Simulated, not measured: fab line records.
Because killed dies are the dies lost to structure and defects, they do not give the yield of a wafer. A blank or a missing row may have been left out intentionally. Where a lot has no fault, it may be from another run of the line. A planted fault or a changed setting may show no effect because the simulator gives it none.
Comparing a struck lot with a sound one || flow nandHarc || 13 out of 1302 route steps
Sound: wafers L614.2, L614.4, L614.5. Wafers L623.2, L623.3, L623.4 were the ones struck. At the end, the cause is stated.
For every step that has rows: the tool of each side, followed by ch and its chambers, followed by its first start. Under that, the readings that differ: sound wafers || struck wafers || difference of the means || sigmas: that difference in standard deviations of wafers without a fault.
alike: a reading whose means differ by less than 2 such deviations, as well as words and numbers matching on both sides. not compared: withheld readings; readings where some wafer has no value; bounds like >300 that might hide an equal value; numbers whose values overlap and for which the record gives no deviation.
Wherever a step has rows on one side only, a row that says differs or no value, or a row with sigmas, the two part there. Non-overlapping numbers with no deviation appear without sigmas and do not part them. A reading missing from all wafers of one side parts the sides only when that side holds two or more wafers.

first, 1 step without rows for these wafers: NHARC_A_M0_SRD_25.
NHARC_A_M0_INSPECT_27:
  sound on defectInspect-01, day 23 18:31; struck on defectInspect-01, day 28 02:18
  alike: rawDefectCount
NHARC_A_M0_PRE_CLEAN_31: time 12 s.
  sound on pecvd-02 ch 0,1,2, day 23 18:37; struck on pecvd-01 ch 1,2, day 28 02:22
  alike: heaterPowerW
NHARC_A_M0_DEP_32: deposits SiCN, target thk 30 nm.
  sound on pecvd-02 ch 0,1,2, day 23 18:45; struck on pecvd-01 ch 1,2, day 28 02:26
  alike: heaterPowerW
then, 7 steps without rows for these wafers: NHARC_A_M1_DEP_00 (deposits SiOC, target thk 182.5 nm); NHARC_A_M1_DEHYDRATE_01 (time 120 s); NHARC_A_M1_HMDS_02 (time 30 s); NHARC_A_M1_COAT_34 (time 65 s); NHARC_A_M1_COAT_03 (resist thk 90 nm); NHARC_A_M1_SOFTBAKE_04 (time 55 s); NHARC_A_M1_EBR_05.
NHARC_A_M1_EXPOSE_06: exposes mask A M1, target cd 120 nm.
  struck on arfiScanner-02, day 28 03:34; sound on arfiScanner-01 ch 0, day 23 19:55
  no value came back on the struck wafers for exposureDoseMJCm2, focusOffsetNm (nm), na; on the sound wafers exposureDoseMJCm2 reads 76.6 76.6 76.5
  alike: mask
then, 1 step without rows for these wafers: NHARC_A_M1_PEB_07 (peb time 65 s).

== WHERE THEY PART ==
Only at NHARC_A_M1_EXPOSE_06, as far as this record shows.

WHY: what had been put in by the simulator
Step skipped in full: arfiScanner-02, at NHARC_A_M1_EXPOSE_06, from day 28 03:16 onward. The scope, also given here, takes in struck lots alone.
